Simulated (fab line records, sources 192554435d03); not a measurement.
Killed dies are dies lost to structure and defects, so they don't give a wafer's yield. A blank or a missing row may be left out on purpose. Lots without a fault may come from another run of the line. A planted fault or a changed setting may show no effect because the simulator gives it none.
A struck lot beside a sound one | flow n5_finfet | 15 steps out of a route of 1938
Sound: wafers L719.1, L719.4, L719.5. Struck: wafer L726.6. (L726.2 of the same lot was not struck and is left out.) The cause comes at the end.
At each step with rows: each side's tool, then ch and its chambers, then its first start. Under that, the readings that differ: sound wafers | struck wafers | difference of the means | sigmas: that difference in standard deviations of wafers without a fault.
alike: readings whose means differ by less than 2 such deviations, and words and numbers that are the same on both sides. not compared: withheld readings, readings that some wafer has no value for, bounds like >300 that may hide the same value, and numbers for which the record gives no deviation and whose values overlap.
The two part at a step that has a row with sigmas, a row that says differs or no value, or rows on one side only. Numbers that don't overlap but have no deviation are shown without sigmas and don't part them. A reading that every wafer of one side lacks parts them only if that side has two wafers or more.

N5_BEOL_M5_STRIP_91: strips in N2/H2, time 10 s.
  sound on rie_diel-04 ch 0,2; struck on rie_diel-01 ch 2
  reading                         | sound             | struck | difference | sigmas
  showerhead_plenum_p_Torr (Torr) | 2.51 2.69 2.69    | 2.44   | -0.19      | -2
  throttle_valve_pct (%)          | 23.31 23.03 23.04 | 23.78  | +0.65      | +3
  alike: drypump_motor_current_A, oes_product_au, rf_vpp_V
  not compared: rf_hours_counter_h
N5_BEOL_M5_OCD_MEAS_38:
  sound on ocd-01, day 9 20:49; struck on ocd-02, day 11 19:57
  alike: trench_depth_nm
then, 4 steps without rows for these wafers: N5_BEOL_M5_HM_STRIP_39 (strips TiN in peroxide tin strip, target depth 25 nm, time 158 s); N5_BEOL_M5_SRD_40 (time 30 s); N5_BEOL_M5_PRECLEAN_42 (cleans in residue remover, time 60 s); N5_BEOL_M5_SRD_43 (time 30 s).
N5_BEOL_M5_CD_MEAS_35: target cd 28 nm, target cd y 24 nm.
  sound on cd_sem-01, day 9 20:58; struck on cd_sem-02, day 11 20:07
  alike: cd_nm
then, 2 steps without rows for these wafers: N5_BEOL_M5_CURE_80 (cures SiCOH lowk, time 120 s); N5_BEOL_M5_DEGAS_44 (time 60 s).
N5_BEOL_M5_PRE_CLEAN_45: time 30 s.
  sound on pvd_sputter-02, day 9 21:46; struck on pvd_sputter-03, day 11 20:55
  alike: heater_power_w
N5_BEOL_M5_ALD_86: deposits TaN, pulse time 2 s, purge time 3 s, co reactant purge time 2 s.
  sound on ald_metal-01 ch 0,1,3, day 9 21:50; struck on ald_metal-04 ch 2, day 11 21:10
  alike: heater_power_w, precursor_vessel_carrier_sccm
N5_BEOL_M5_SURFACE_TREAT_87:
  sound on pvd_sputter-02, day 9 22:05; struck on pvd_sputter-03, day 11 21:39
  not compared: throttle_valve_pct
N5_BEOL_M5_CVD_47: deposits Co from CCTBA/H2, target thk 3 nm, time 216 s.
  sound on cvd_co-01 ch 0,2, day 9 22:08; struck on cvd_co-02 ch 2, day 11 21:56
  reading          | sound             | struck | difference | sigmas
  run_length_s (s) | 238.7 238.8 239.0 | 303.4  | +64.6      | +99 or more
N5_BEOL_M5_SPUTTER_48: material Cu, target thk 15 nm, time 27.62 s.
  sound on pvd_sputter-03, day 9 22:23; struck on pvd_sputter-03, day 11 23:32
  reading                  | sound                   | struck  | difference | sigmas
  chamber_pressure_pa (Pa) | 0.06987 0.06987 0.06966 | 0.07009 | +0.00029   | +2
  alike: throttle_valve_pct
-- the record jumps here: 4 days lie between the struck wafers' starts before and after (it left off in module BEOL_M5 and takes up again in module PASSIVATION, whose first step shown is number 1936 of the route) --
N5_PASSIVATION_PROBE_49:
  sound on prober-01, day 13 21:04; struck on prober-01, day 16 04:32
  reading         | sound    | struck | difference | sigmas
  killed_at_M4_up | 23 17 17 | 8      | -11        | -2
  alike: defect_limited_yield, killed_at_M0_to_M3, killed_at_contacts, killed_at_front_end, killed_at_other, killed_dies, killed_on_rim, killed_open, killed_short, sort_bin_5_function, sort_bin_6_memory, sort_n_pass, sort_yield_pct

WHERE THEY PART
First at N5_BEOL_M5_STRIP_91; last, within this record, at N5_PASSIVATION_PROBE_49.

WHY: what the simulator had put in
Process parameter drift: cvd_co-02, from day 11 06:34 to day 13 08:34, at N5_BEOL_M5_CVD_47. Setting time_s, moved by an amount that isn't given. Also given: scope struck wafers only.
